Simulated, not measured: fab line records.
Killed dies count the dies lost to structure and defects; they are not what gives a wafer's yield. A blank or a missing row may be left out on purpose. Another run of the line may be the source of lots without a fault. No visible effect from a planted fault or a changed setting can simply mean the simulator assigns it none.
Matching of chambers / flow n5_finfet / N5_BEOL_M10_STRIP_36 on rie_diel-05 has 4 sister chambers
The step strips in N2/H2. 4 wafers are shown with their chamber, then 8 later ones without.

WAFERS PAIRED WITH THEIR CHAMBERS
wafer=L083.3; chamber=1; throttle_valve_pct (%)=23.0
wafer=L090.2; chamber=3; throttle_valve_pct (%)=23.9
wafer=L090.4; chamber=2; throttle_valve_pct (%)=24.0
wafer=L094.1; chamber=0; throttle_valve_pct (%)=23.4

WAFERS WHOSE CHAMBER IS MISSING
wafer=L094.2; throttle_valve_pct (%)=24.0
wafer=L094.3; throttle_valve_pct (%)=23.9
wafer=L097.1; throttle_valve_pct (%)=23.4
wafer=L097.5; throttle_valve_pct (%)=23.9
wafer=L097.6; throttle_valve_pct (%)=23.1
wafer=L095.1; throttle_valve_pct (%)=23.0
wafer=L095.4; throttle_valve_pct (%)=23.9
wafer=L095.5; throttle_valve_pct (%)=23.1

CHAMBER TAKEN BY EACH
wafer=L094.2; from the rows above=2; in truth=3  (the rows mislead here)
wafer=L094.3; from the rows above=3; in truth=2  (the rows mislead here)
wafer=L097.1; from the rows above=0; in truth=0
wafer=L097.5; from the rows above=3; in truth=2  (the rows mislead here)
wafer=L097.6; from the rows above=1; in truth=1
wafer=L095.1; from the rows above=1; in truth=1
wafer=L095.4; from the rows above=3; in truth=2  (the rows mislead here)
wafer=L095.5; from the rows above=1; in truth=1
Correct placement for 4 of the 8. Number that these rows cannot place: 0. Placed wrongly: 4.
How it was worked out, from the rows above alone: a wafer's distance from a chamber is the root of the sum, over the readings, of the square of ((its reading less the chamber's mean) divided by the reading's scatter). If the next closest chamber is less than 2 further off than the closest, the wafer can't be placed; otherwise it belongs to the closest. Each chamber's mean is taken over the wafers shown for it. The scatter: root of mean squared gap, hidden wafer to nearest shown wafer, with one shown wafer a chamber.
